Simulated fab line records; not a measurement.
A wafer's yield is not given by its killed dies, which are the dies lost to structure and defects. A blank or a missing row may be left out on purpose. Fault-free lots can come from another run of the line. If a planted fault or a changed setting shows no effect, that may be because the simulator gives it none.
The tool behind it: which one?	flow nandHarc	Sampling: 6 lots, 17 wafers, 4 of 1302 route steps

WHAT THE GAUGES SHOWED, per wafer
NHARC_END_SORT_01.
lot	measured	on	killedAtArray
L443	day 25 13:08	prober-01	64 41 51
L446	day 26 05:01	prober-02	29 28 21
L451	day 30 06:05	prober-01	670 671
L458	day 31 15:04	prober-02	72 70 57
L461	day 33 00:31	prober-01	64 52 48
L460	day 33 00:26	prober-02	75 82 78

WHAT TOOL EACH LOT RAN ON (gives the tool, then ch and the chambers of the sampled wafers, and finally the start)
lot	NHARC_A_SLIT_ETCH_26	NHARC_A_WL_FILL_CVD_03	NHARC_A_WL_FILL_STRIP_27
L443	harEtch-02 ch 0,1, day 20 21:49	cvdW-02 ch 0,1, day 21 06:49	plasmaAsher-02 ch 0,1, day 21 07:34
L446	harEtch-02 ch 0,1, day 21 23:28	cvdW-02 ch 0,1, day 22 08:28	plasmaAsher-02 ch 0,1, day 22 09:15
L451	harEtch-01 ch 1, day 24 06:44	cvdW-02 ch 0, day 24 16:44	plasmaAsher-01 ch 0,1, day 24 17:26
L458	harEtch-01 ch 0, day 27 08:30	cvdW-01 ch 1, day 27 17:35	plasmaAsher-01 ch 0, day 27 18:17
L461	harEtch-01 ch 0,1, day 28 13:08	cvdW-02 ch 0,1, day 28 22:08	plasmaAsher-01 ch 0,1, day 28 22:54
L460	harEtch-01 ch 0,1, day 28 16:57	cvdW-02 ch 0,1, day 29 02:31	plasmaAsher-01 ch 0,1, day 29 03:17
- NHARC_A_SLIT_ETCH_26: etches the open film in C4F8/O2/Ar, time 90 s, target depth 400 nm.
- NHARC_A_WL_FILL_CVD_03: deposits W, target thk 40 nm, time 279 s.
- NHARC_A_WL_FILL_STRIP_27: strips in N2/H2, time 20 s.

THE ANSWER, worked out from the rows above alone
Rule: the usual values come from the lots themselves. Put in order of their means at a reading, lots are off if they are a third of the lots or fewer, leave a main group of 4 or more, and stand apart from it by a gap of 3 or more times the standard deviation of the main group's means; of several such gaps the widest counts. Not used: any main group whose means are identical at the precision the tables above print for the reading. A lot without any number at a reading at which 4 lots or more have one is off too. All remaining lots with rows at the step are treated as sound.
Off, at NHARC_END_SORT_01 on killedAtArray: L451. Main group: mean 55, sd 17.
If a tool, at a process step before that reading, ran all the lots that are off and no sound lot after the first of them, it fits. Gauges at NHARC_END_SORT_01: tried the same way as those tools. No candidate that was tried fits.

WHAT WAS PUT IN BY THE SIMULATOR
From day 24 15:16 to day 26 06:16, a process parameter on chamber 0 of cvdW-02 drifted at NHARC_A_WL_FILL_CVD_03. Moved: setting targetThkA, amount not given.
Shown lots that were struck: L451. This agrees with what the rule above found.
